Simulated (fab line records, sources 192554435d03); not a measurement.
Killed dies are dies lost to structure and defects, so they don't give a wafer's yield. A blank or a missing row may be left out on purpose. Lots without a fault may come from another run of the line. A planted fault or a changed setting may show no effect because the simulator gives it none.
Split-lot experiment | flow n5_finfet | 7 lots, 21 wafers read, on a route of 1938 steps

THE SPLIT
At N5_BEOL_M8_EXPOSE_25 (exposes mask V7, target cd 40 nm), the setting dose_mj was moved away from the recipe's 42.5 on 7 of the 21 wafers read, by -7.0% to +7.0%. The other wafers ran this setting at the recipe's value.

FROM THE SPLIT TO THE READING: what the file shows between them, 2 steps
- N5_BEOL_M8_PEB_26: peb time 60 s
- N5_BEOL_M8_DEVELOP_27: develop time 30 s

THE READING
cd_nm, in nm, at N5_BEOL_M8_CD_MEAS_28 (target cd 40 nm). Fault-free wafers of this fab line usually give 39.96 nm, standard deviation 0.19 nm.

wafer  | tool, chamber at the split | dose_mj as run | against the recipe | cd_nm, nm | against lot-mates on the recipe
L076.1 | euv_scanner-01, 0          | 42.5           | recipe             | 40.24     | -
L076.2 | euv_scanner-01, 0          | 42.5           | recipe             | 39.91     | -
L076.6 | euv_scanner-01, 0          | 42.5           | recipe             | 40.18     | -
L082.2 | euv_scanner-01, 0          | 42.5           | recipe             | 40.07     | -
L082.3 | euv_scanner-01, 0          | 42.5           | recipe             | 40.13     | -
L082.4 | euv_scanner-01, 0          | 42.5           | recipe             | 40.18     | -
L089.2 | euv_scanner-01, 0          | 45.48          | +7.0%              | 41.42     | +1.67
L089.3 | euv_scanner-01, 0          | 45.48          | +7.0%              | 41.16     | +1.41
L089.5 | euv_scanner-01, 0          | 42.5           | recipe             | 39.75     | -
L087.2 | euv_scanner-02, 0          | 40.32          | -5.1%              | 39.00     | -1.11
L087.3 | euv_scanner-02, 0          | 42.5           | recipe             | 40.11     | -
L087.6 | euv_scanner-02, 0          | 40.32          | -5.1%              | 39.00     | -1.11
L092.1 | euv_scanner-01, 0          | 39.54          | -7.0%              | 38.44     | -1.46
L092.3 | euv_scanner-01, 0          | 39.54          | -7.0%              | 38.47     | -1.43
L092.6 | euv_scanner-01, 0          | 42.5           | recipe             | 39.90     | -
L094.1 | euv_scanner-01, 0          | 42.5           | recipe             | 39.85     | -
L094.3 | euv_scanner-01, 0          | 42.5           | recipe             | 40.03     | -
L094.4 | euv_scanner-01, 0          | 42.5           | recipe             | 40.20     | -
L097.1 | euv_scanner-01, 0          | 42.5           | recipe             | 39.92     | -
L097.3 | euv_scanner-01, 0          | 44.23          | +4.1%              | 40.69     | +0.80
L097.5 | euv_scanner-01, 0          | 42.5           | recipe             | 39.85     | -

THE FIT
A straight line over all 21 wafers: cd_nm changes by +0.199 nm for each +1% of dose_mj; r = +0.98; the points scatter about the line by 0.15 nm.
The same after taking each lot's own level away (the mean of its wafers on the recipe; 21 wafers): +0.213 nm for each +1%; r = +0.99; scatter 0.097 nm.
On that fit, the largest move of dose_mj shifts the reading by 1.5 nm.
The lots' own levels span 39.750 to 40.127 nm, that is 2.0 times the standard deviation above.
So the lot-to-lot level changes the slope little: the two slopes agree.
Check: with one of the wafers moved furthest among these (+7.0%) left out of the fit, the line predicts +1.44 nm for it against its lot-mates. It came out at +1.67 nm against them.

OTHER SPLITS ON THESE WAFERS
These wafers also went through other splits before the reading. Each is held against what the fit with the lots' levels taken away leaves over:
other split on the same wafers   | wafers away from the commonest value | r with cd_nm (lot level and that fit taken away)
N5_BEOL_M6_TRENCH_ETCH_37 time_s | 5                                    | +0.11

THE WHOLE CHAIN: every reading that the file lists as answering this split, in the file's order
step                  | what it does                                                        | reading                                                        | change (the file's fit)               | r (the file's)
N5_BEOL_M8_CD_MEAS_28 | target cd 40 nm                                                     | cd_nm                                                          | +0.212 nm for each +1% of the setting | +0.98
N5_BEOL_M8_DESCUM_33  | chemistry O2, time 7 s                                              | BEOL_M8.cd_nm (the simulator's own value, which no gauge read) | +0.212 nm for each +1% of the setting | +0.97
N5_BEOL_M8_ETCH_72    | etches underlayer in N2/H2, target depth 6.5 nm, time 5.2 s         | BEOL_M8.cd_nm (the simulator's own value, which no gauge read) | +0.205 nm for each +1% of the setting | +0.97
N5_BEOL_M8_ETCH_65    | etches SiARC in CF4, target depth 15.6 nm, time 26 s                | BEOL_M8.cd_nm (the simulator's own value, which no gauge read) | +0.194 nm for each +1% of the setting | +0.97
N5_BEOL_M8_ETCH_66    | etches SOC in N2/H2, target depth 80 nm, overetch 16 nm, time 120 s | BEOL_M8.cd_nm (the simulator's own value, which no gauge read) | +0.217 nm for each +1% of the setting | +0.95

THE FILE'S OWN FIT
cd_nm changes by +0.212 nm for each +1% of dose_mj, r = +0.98.
